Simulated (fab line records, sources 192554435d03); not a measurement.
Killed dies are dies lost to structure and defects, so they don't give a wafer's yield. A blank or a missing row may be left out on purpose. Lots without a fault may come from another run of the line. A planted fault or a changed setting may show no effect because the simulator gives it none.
fab line records | flow n5_finfet
record lots=7 wafers=39
route steps=1938 shown BEOL_M6@1194 BEOL_M8@1332 BEOL_M10@1470
start_h: hours from the record's first day to the start of the lot's first wafer shown | wait_h: hours since the lot's step before | " the same as in the row above | L1.1+2: a row that stands for several wafers | - no value, or no start given | * or withheld: withheld | < > ~ a bound
route shown NAME@n: a module of which the file shows steps, and the number in the route of the first | usual: mean/standard deviation of fault-free wafers | same: alike in all rows | chamber/n: place in a boat | sites: the reading at each site | _std_site: their standard deviation | _edge_site: outer sites' mean less inner sites' | radius_mm: how far each site lies from the wafer's centre | mask NAME#n: copy n | behind: the tool/chamber that last shaped the wafer | hold: why the lot was held/for how many hours/how that ended | device: the transistor (n, p or np) that didn't switch | end of line: the same wafers' tests at the end of the route | a step without rows: its recipe alone | killed: dies lost to structure and defects at the first sort, not the wafer's yield | map: a wafer's dies, x killed, . not, _ none there
set.NAME: the setting as run; set.NAME@STEP: as run at that earlier step | model.NAME: the simulator's own value behind a step, which no gauge read
lots whose settings were changed on purpose; a table a step, a row a wafer
## steps
# step N5_BEOL_M6_ILD_DEP_00
# recipe material=SiCOH_lowk target_thk_a=1797.5 temp_c=300 precursor=DEMS/porogen pressure_torr=5 rf_w=500 time_s=33.4
# columns lot.wafer tool chamber start_h wait_h set.time_s model.SiCOH_lowk_of_BEOL_M6_ILD_DEP_00.thk_nm
L076.1 pecvd-03 0 206.93 0.0 33.4 176.8
L076.4 " 1 " " 33.4 179.4
L076.6 " 0 " " 33.4 180.8
L078.1+5 pecvd-04 1 206.95 0.0 17.22 96.8
L078.2 " 0 " " 17.22 97.4
L078.3 " 2 " " 33.4 179.4
L078.4 " 0 " " 33.4 183.6
L078.6 " 2 " " 33.4 181.8
L082.1 pecvd-01 0 232.50 0.0 33.4 180.4
L082.2 " 1 " " 33.4 180.8
L082.3 " 2 " " 33.4 179.2
L082.4 " 2 " " 33.4 180.6
L082.5 " 1 " " 33.4 182.4
L082.6 " 0 " " 33.4 182
L089.1 pecvd-01 1 281.06 0.0 22.7 122
L089.2 " 0 " " 22.7 124
L089.3 " 2 " " 33.4 176
L089.4+6 " 1,0 " " 33.4 182.2
L089.5 " 2 " " 22.7 124.8
L094.1 pecvd-01 2 296.13 0.0 33.4 179.2
L094.2 " 1 " " 42.74 227.2
L094.3 " 0 " " 42.74 230
L094.4 " 0 " " 42.74 231.4
L094.5 " 2 " " 33.4 183.4
L094.6 " 1 " " 33.4 182.2
L095.1 pecvd-04 0 326.26 0.0 33.4 176
L095.2 " 2 " " 33.4 174.4
L095.3 " 1 " " 33.4 175.8
L095.4 " 2 " " 33.4 178
L095.5+6 " 1,0 " " 33.4 178.8
L097.1 pecvd-04 0 334.63 0.0 33.4 177.8
L097.2 " 2 " " 33.4 176
L097.3 " 1 " " 33.4 177.2
L097.4 " 0 " " 33.4 179.8
L097.5 " 1 " " 33.4 180.2
L097.6 " 2 " " 33.4 179
# step N5_BEOL_M6_CURE_74
# recipe temp_c=385 time_s=240 ambient=He/Ar material=SiCOH_lowk
# columns lot.wafer tool chamber start_h wait_h set.time_s@BEOL_M6_ILD_DEP_00 model.SiCOH_lowk_of_BEOL_M6_ILD_DEP_00.thk_nm
L076.1 uv_cure-01 0 206.99 0.0 33.4 152.4
L076.4 " 0 " " 33.4 154.8
L076.6 " 0 " " 33.4 156
L078.1+5 uv_cure-02 1 207.01 0.0 17.22 83.2
L078.2 " 1 " " 17.22 83.6
L078.3 " 1 " " 33.4 154.6
L078.4 " 1 " " 33.4 158.4
L078.6 " 1 " " 33.4 156.8
L082.1 uv_cure-03 0 232.56 0.0 33.4 155.6
L082.2 " 0 " " 33.4 156
L082.3 " 0 " " 33.4 154.4
L082.4 " 0 " " 33.4 155.8
L082.5 " 0 " " 33.4 157.4
L082.6 " 0 " " 33.4 157
L089.1 uv_cure-02 2 281.13 0.0 22.7 104.8
L089.2 " 2 " " 22.7 106.6
L089.3 " 2 " " 33.4 151.8
L089.4+6 " 2 " " 33.4 157.2
L089.5 " 2 " " 22.7 107.4
L094.1 uv_cure-01 0 296.20 0.0 33.4 154.6
L094.2 " 0 " " 42.74 196.6
L094.3 " 0 " " 42.74 199
L094.4 " 0 " " 42.74 200.2
L094.5 " 0 " " 33.4 158.2
L094.6 " 0 " " 33.4 157.2
L095.1 uv_cure-01 1 326.32 0.0 33.4 151.8
L095.2 " 1 " " 33.4 150.4
L095.3 " 1 " " 33.4 151.6
L095.4 " 1 " " 33.4 153.6
L095.5+6 " 1 " " 33.4 154.2
L097.1 uv_cure-01 2 334.69 0.0 33.4 153.4
L097.2 " 2 " " 33.4 151.8
L097.3 " 2 " " 33.4 152.8
L097.4 " 2 " " 33.4 155
L097.5 " 2 " " 33.4 155.4
L097.6 " 2 " " 33.4 154.4
# step N5_BEOL_M6_THK_MEAS_01
# recipe reads=SiCOH_lowk_of_BEOL_M6_ILD_DEP_00
# usual M6_ILD_THK=155.3/2.3
# columns lot.wafer tool chamber start_h wait_h set.time_s@BEOL_M6_ILD_DEP_00 M6_ILD_THK[nm]
L076.1 film_metro-02 - 207.50 0.4 33.4 152.4
L076.4 " - " " 33.4 154.6
L076.6 " - " " 33.4 156.1
L078.1 film_metro-01 - 208.00 0.8 17.22 83.1
L078.2 " - " " 17.22 83.6
L078.3 " - " " 33.4 154.7
L078.4 " - " " 33.4 158.6
L078.5 " - " " 17.22 83.2
L078.6 " - " " 33.4 156.7
L082.1 film_metro-01 - 233.55 0.8 33.4 155.4
L082.2 " - " " 33.4 155.9
L082.3 " - " " 33.4 154.5
L082.4 " - " " 33.4 155.8
L082.5 " - " " 33.4 157.5
L082.6 " - " " 33.4 156.9
L089.1 film_metro-01 - 281.64 0.4 22.7 104.9
L089.2 " - " " 22.7 106.6
L089.3 " - " " 33.4 151.6
L089.4 " - " " 33.4 157.3
L089.5 " - " " 22.7 107.4
L089.6 " - " " 33.4 157.1
L094.1 film_metro-02 - 296.71 0.4 33.4 154.6
L094.2 " - " " 42.74 196.4
L094.3 " - " " 42.74 199.2
L094.4 " - " " 42.74 200.2
L094.5 " - " " 33.4 158.3
L094.6 " - " " 33.4 157.2
L095.1 film_metro-01 - 326.83 0.4 33.4 151.7
L095.2 " - " " 33.4 150.4
L095.3 " - " " 33.4 151.6
L095.4 " - " " 33.4 153.4
L095.5 " - " " 33.4 154.4
L095.6 " - " " 33.4 154.2
L097.1 film_metro-01 - 335.20 0.4 33.4 153.3
L097.2 " - " " 33.4 151.7
L097.3 " - " " 33.4 152.8
L097.4 " - " " 33.4 154.9
L097.5 " - " " 33.4 155.4
L097.6 " - " " 33.4 154.5
# step N5_BEOL_M8_ILD_DEP_00
# recipe material=SiCOH_lowk target_thk_a=1797.5 temp_c=300 precursor=DEMS/porogen pressure_torr=5 rf_w=500 time_s=33.4
# columns lot.wafer tool chamber start_h wait_h set.target_thk_a model.SiCOH_lowk_of_BEOL_M8_ILD_DEP_00.thk_nm
L076.1 pecvd-03 2 224.32 0.0 1797.5 180.2
L076.4 " 1 " " 1797.5 182.4
L076.6 " 0 " " 1797.5 185.2
L078.1 pecvd-01 0 224.92 0.0 724.2 72.2
L078.2 " 1 " " 1797.5 179
L078.3 " 1 " " 724.2 73.2
L078.4 " 0 " " 724.2 74.6
L078.5 " 1 " " 1797.5 183.2
L078.6 " 0 " " 1797.5 182.4
L082.1 pecvd-01 1 247.28 0.0 1797.5 177.4
L082.2 " 0 " " 1797.5 177
L082.3 " 2 " " 1797.5 176
L082.4 " 1 " " 749.2 73
L082.5 " 0 " " 749.2 74.2
L082.6 " 2 " " 749.2 74.6
L089.1 pecvd-02 2 298.78 0.0 1797.5 180.2
L089.2 " 0 " " 1797.5 180.8
L089.3 " 1 " " 1797.5 183.2
L089.4+5 " 0,2 " " 1797.5 183.6
L089.6 " 1 " " 1797.5 186.6
L094.1 pecvd-01 1 311.41 0.0 1797.5 180.8
L094.2 " 2 " " 1797.5 179.2
L094.3 " 0 " " 1797.5 179.6
L094.4 " 1 " " 1797.5 184
L094.5 " 2 " " 1797.5 184.8
L094.6 " 0 " " 1797.5 182
L095.1 pecvd-01 0 341.56 0.0 2533 251.6
L095.2 " 1 " " 1797.5 178.8
L095.3 " 2 " " 1797.5 178.6
L095.4 " 2 " " 2533 254.6
L095.5 " 0 " " 1797.5 180.4
L095.6 " 1 " " 2533 254
L097.1 pecvd-02 0 351.65 0.0 2124 214.2
L097.2 " 1 " " 1797.5 181.4
L097.3 " 1 " " 1797.5 184.2
L097.4 " 0 " " 1797.5 184.8
L097.5+6 " 0,1 " " 2124 217.8
# step N5_BEOL_M8_CURE_74
# recipe temp_c=385 time_s=240 ambient=He/Ar material=SiCOH_lowk
# columns lot.wafer tool chamber start_h wait_h set.target_thk_a@BEOL_M8_ILD_DEP_00 model.SiCOH_lowk_of_BEOL_M8_ILD_DEP_00.thk_nm
L076.1 uv_cure-02 2 224.51 0.2 1797.5 155.4
L076.4 " 2 " " 1797.5 157.4
L076.6 " 2 " " 1797.5 159.8
L078.1 uv_cure-03 1 225.04 0.1 724.2 61.8
L078.2 " 1 " " 1797.5 154.2
L078.3 " 1 " " 724.2 62.8
L078.4 " 1 " " 724.2 63.8
L078.5 " 1 " " 1797.5 158
L078.6 " 1 " " 1797.5 157.4
L082.1 uv_cure-02 1 247.35 0.0 1797.5 152.8
L082.2 " 1 " " 1797.5 152.6
L082.3 " 1 " " 1797.5 151.8
L082.4 " 1 " " 749.2 62.6
L082.5 " 1 " " 749.2 63.6
L082.6 " 1 " " 749.2 64
L089.1 uv_cure-02 1 298.84 0.0 1797.5 155.4
L089.2 " 1 " " 1797.5 156
L089.3 " 1 " " 1797.5 158
L089.4+5 " 1 " " 1797.5 158.4
L089.6 " 1 " " 1797.5 161
L094.1 uv_cure-03 2 311.48 0.0 1797.5 156
L094.2 " 2 " " 1797.5 154.6
L094.3 " 2 " " 1797.5 155
L094.4 " 2 " " 1797.5 158.8
L094.5 " 2 " " 1797.5 159.4
L094.6 " 2 " " 1797.5 157
L095.1 uv_cure-02 0 342.00 0.4 2533 217.8
L095.2 " 0 " " 1797.5 154.2
L095.3 " 0 " " 1797.5 154
L095.4 " 0 " " 2533 220.6
L095.5 " 0 " " 1797.5 155.6
L095.6 " 0 " " 2533 220
L097.1 uv_cure-03 2 351.74 0.1 2124 185.2
L097.2 " 2 " " 1797.5 156.4
L097.3 " 2 " " 1797.5 158.8
L097.4 " 2 " " 1797.5 159.4
L097.5+6 " 2 " " 2124 188.2
# step N5_BEOL_M8_THK_MEAS_01
# recipe reads=SiCOH_lowk_of_BEOL_M8_ILD_DEP_00
# usual M8_ILD_THK=156.2/2.1
# columns lot.wafer tool chamber start_h wait_h set.target_thk_a@BEOL_M8_ILD_DEP_00 M8_ILD_THK[nm]
L076.1 film_metro-01 - 225.02 0.4 1797.5 155.2
L076.4 " - " " 1797.5 157.3
L076.6 " - " " 1797.5 159.6
L078.1 film_metro-01 - 226.03 0.8 724.2 61.8
L078.2 " - " " 1797.5 154.2
L078.3 " - " " 724.2 62.8
L078.4 " - " " 724.2 63.9
L078.5 " - " " 1797.5 158.2
L078.6 " - " " 1797.5 157.3
L082.1 film_metro-01 - 247.86 0.4 1797.5 152.9
L082.2 " - " " 1797.5 152.7
L082.3 " - " " 1797.5 151.5
L082.4 " - " " 749.2 62.6
L082.5 " - " " 749.2 63.6
L082.6 " - " " 749.2 64.0
L089.1 film_metro-02 - 299.35 0.4 1797.5 155.6
L089.2 " - " " 1797.5 156.0
L089.3 " - " " 1797.5 158.1
L089.4 " - " " 1797.5 158.5
L089.5 " - " " 1797.5 158.4
L089.6 " - " " 1797.5 160.9
L094.1 film_metro-01 - 311.99 0.4 1797.5 156.0
L094.2 " - " " 1797.5 154.5
L094.3 " - " " 1797.5 154.9
L094.4 " - " " 1797.5 158.8
L094.5 " - " " 1797.5 159.3
L094.6 " - " " 1797.5 157.0
L095.1 film_metro-02 - 342.51 0.4 2533 217.8
L095.2 " - " " 1797.5 154.1
L095.3 " - " " 1797.5 154.2
L095.4 " - " " 2533 220.5
L095.5 " - " " 1797.5 155.5
L095.6 " - " " 2533 220.1
L097.1 film_metro-01 - 352.25 0.4 2124 185.2
L097.2 " - " " 1797.5 156.4
L097.3 " - " " 1797.5 158.9
L097.4 " - " " 1797.5 159.5
L097.5 " - " " 2124 188.3
L097.6 " - " " 2124 188.1
# step N5_BEOL_M10_ILD_DEP_00
# recipe material=SiCOH_lowk target_thk_a=3085.1 temp_c=300 precursor=DEMS/porogen pressure_torr=5 rf_w=500 time_s=58
# columns lot.wafer tool chamber start_h wait_h set.target_thk_a model.SiCOH_lowk_of_BEOL_M10_ILD_DEP_00.thk_nm
L076.1 pecvd-01 2 240.18 0.0 3085.1 305
L076.4 " 2 " " 3085.1 306.2
L076.6 " 1 " " 3085.1 309.2
L078.1 pecvd-04 0 242.99 0.0 3085.1 311.6
L078.2 " 2 " " 3619 359
L078.3 " 0 " " 3085.1 312.2
L078.4 " 2 " " 3619 368
L078.5 " 2 " " 3085.1 313.8
L078.6 " 0 " " 3619 365.6
L082.1 pecvd-03 2 265.76 0.0 3651 362.4
L082.2 " 0 " " 3085.1 307
L082.3 " 1 " " 3651 367.8
L082.4 " 0 " " 3651 364.2
L082.5 " 2 " " 3085.1 302.6
L082.6 " 1 " " 3085.1 314.6
L089.1 pecvd-04 1 316.07 0.0 3085.1 309.4
L089.2 " 2 " " 4378 436
L089.3 " 0 " " 4378 435.6
L089.4 " 2 " " 3085.1 317.4
L089.5 " 1 " " 4378 447.6
L089.6 " 0 " " 3085.1 310.4
L094.1+5 pecvd-04 0,1 328.84 0.0 3085.1 311.2
L094.2 " 1 " " 3085.1 307.4
L094.3 " 2 " " 3085.1 310.4
L094.4 " 0 " " 3085.1 311.8
L094.6 " 2 " " 3085.1 315.6
L095.1 pecvd-01 2 362.02 0.0 4836 480.2
L095.2 " 1 " " 4836 485.6
L095.3 " 0 " " 3085.1 305.2
L095.4 " 1 " " 3085.1 312.2
L095.5 " 0 " " 4836 486.8
L095.6 " 2 " " 3085.1 313.2
L097.1 pecvd-03 2 366.47 0.0 3085.1 297.6
L097.2 " 0 " " 3085.1 302.2
L097.3 " 1 " " 3893 386
L097.4 " 0 " " 3893 384.2
L097.5 " 1 " " 3085.1 308.4
L097.6 " 2 " " 3893 391
# step N5_BEOL_M10_CURE_71
# recipe temp_c=385 time_s=240 ambient=He/Ar material=SiCOH_lowk
# columns lot.wafer tool chamber start_h wait_h set.target_thk_a@BEOL_M10_ILD_DEP_00 model.SiCOH_lowk_of_BEOL_M10_ILD_DEP_00.thk_nm
L076.1 uv_cure-01 1 240.48 0.3 3085.1 265
L076.4 " 1 " " 3085.1 266
L076.6 " 1 " " 3085.1 268.6
L078.1 uv_cure-02 1 243.10 0.1 3085.1 270.8
L078.2 " 1 " " 3619 312.8
L078.3 " 1 " " 3085.1 271.4
L078.4 " 1 " " 3619 320.8
L078.5 " 1 " " 3085.1 272.6
L078.6 " 1 " " 3619 318.6
L082.1 uv_cure-03 1 266.27 0.5 3651 315.8
L082.2 " 1 " " 3085.1 266.6
L082.3 " 1 " " 3651 320.6
L082.4 " 1 " " 3651 317.4
L082.5 " 1 " " 3085.1 262.8
L082.6 " 1 " " 3085.1 273.4
L089.1 uv_cure-02 1 316.15 0.0 3085.1 268.8
L089.2 " 1 " " 4378 381.6
L089.3 " 1 " " 4378 381
L089.4 " 1 " " 3085.1 275.8
L089.5 " 1 " " 4378 391.8
L089.6 " 1 " " 3085.1 269.8
L094.1+5 uv_cure-02 2 328.92 0.0 3085.1 270.4
L094.2 " 2 " " 3085.1 267
L094.3 " 2 " " 3085.1 269.8
L094.4 " 2 " " 3085.1 270.8
L094.6 " 2 " " 3085.1 274.2
L095.1 uv_cure-02 0 362.10 0.0 4836 421.2
L095.2 " 0 " " 4836 426
L095.3 " 0 " " 3085.1 265
L095.4 " 0 " " 3085.1 271.4
L095.5 " 0 " " 4836 427.2
L095.6 " 0 " " 3085.1 272.2
L097.1 uv_cure-02 0 366.55 0.0 3085.1 258.4
L097.2 " 0 " " 3085.1 262.6
L097.3 " 0 " " 3893 336.8
L097.4 " 0 " " 3893 335
L097.5 " 0 " " 3085.1 267.8
L097.6 " 0 " " 3893 341.2
# step N5_BEOL_M10_THK_MEAS_01
# recipe reads=SiCOH_lowk_of_BEOL_M10_ILD_DEP_00
# usual M10_ILD_THK=269/3.7
# columns lot.wafer tool chamber start_h wait_h set.target_thk_a@BEOL_M10_ILD_DEP_00 M10_ILD_THK[nm]
L076.1 film_metro-02 - 240.99 0.4 3085.1 265
L076.4 " - " " 3085.1 266
L076.6 " - " " 3085.1 268
L078.1 film_metro-02 - 243.61 0.4 3085.1 271
L078.2 " - " " 3619 313
L078.3 " - " " 3085.1 271
L078.4 " - " " 3619 321
L078.5 " - " " 3085.1 272
L078.6 " - " " 3619 318
L082.1 film_metro-01 - 266.79 0.4 3651 316
L082.2 " - " " 3085.1 267
L082.3 " - " " 3651 321
L082.4 " - " " 3651 317
L082.5 " - " " 3085.1 263
L082.6 " - " " 3085.1 273
L089.1 film_metro-02 - 316.66 0.4 3085.1 269
L089.2 " - " " 4378 382
L089.3 " - " " 4378 381
L089.4 " - " " 3085.1 276
L089.5 " - " " 4378 392
L089.6 " - " " 3085.1 270
L094.1 film_metro-01 - 329.43 0.4 3085.1 271
L094.2 " - " " 3085.1 267
L094.3 " - " " 3085.1 270
L094.4 " - " " 3085.1 271
L094.5 " - " " 3085.1 270
L094.6 " - " " 3085.1 274
L095.1 film_metro-02 - 362.61 0.4 4836 421
L095.2 " - " " 4836 426
L095.3 " - " " 3085.1 265
L095.4 " - " " 3085.1 272
L095.5 " - " " 4836 428
L095.6 " - " " 3085.1 272
L097.1 film_metro-02 - 367.06 0.4 3085.1 258
L097.2 " - " " 3085.1 262
L097.3 " - " " 3893 337
L097.4 " - " " 3893 335
L097.5 " - " " 3085.1 268
L097.6 " - " " 3893 341
## key
split step=N5_BEOL_M6_ILD_DEP_00 setting=time_s stated=33.4 by=wafer
response step=N5_BEOL_M6_ILD_DEP_00 reading=model.SiCOH_lowk_of_BEOL_M6_ILD_DEP_00.thk_nm change=+1.74 per=1% r=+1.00
response step=N5_BEOL_M6_CURE_74 reading=model.SiCOH_lowk_of_BEOL_M6_ILD_DEP_00.thk_nm change=+1.52 per=1% r=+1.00
response step=N5_BEOL_M6_THK_MEAS_01 reading=M6_ILD_THK change=+1.51 per=1% r=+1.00
split step=N5_BEOL_M8_ILD_DEP_00 setting=target_thk_a stated=1797.5 by=wafer
response step=N5_BEOL_M8_ILD_DEP_00 reading=model.SiCOH_lowk_of_BEOL_M8_ILD_DEP_00.thk_nm change=+1.79 per=1% r=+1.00
response step=N5_BEOL_M8_CURE_74 reading=model.SiCOH_lowk_of_BEOL_M8_ILD_DEP_00.thk_nm change=+1.56 per=1% r=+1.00
response step=N5_BEOL_M8_THK_MEAS_01 reading=M8_ILD_THK change=+1.56 per=1% r=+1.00
split step=N5_BEOL_M10_ILD_DEP_00 setting=target_thk_a stated=3085.1 by=wafer
response step=N5_BEOL_M10_ILD_DEP_00 reading=model.SiCOH_lowk_of_BEOL_M10_ILD_DEP_00.thk_nm change=+3.07 per=1% r=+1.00
response step=N5_BEOL_M10_CURE_71 reading=model.SiCOH_lowk_of_BEOL_M10_ILD_DEP_00.thk_nm change=+2.74 per=1% r=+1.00
response step=N5_BEOL_M10_THK_MEAS_01 reading=M10_ILD_THK change=+2.74 per=1% r=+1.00
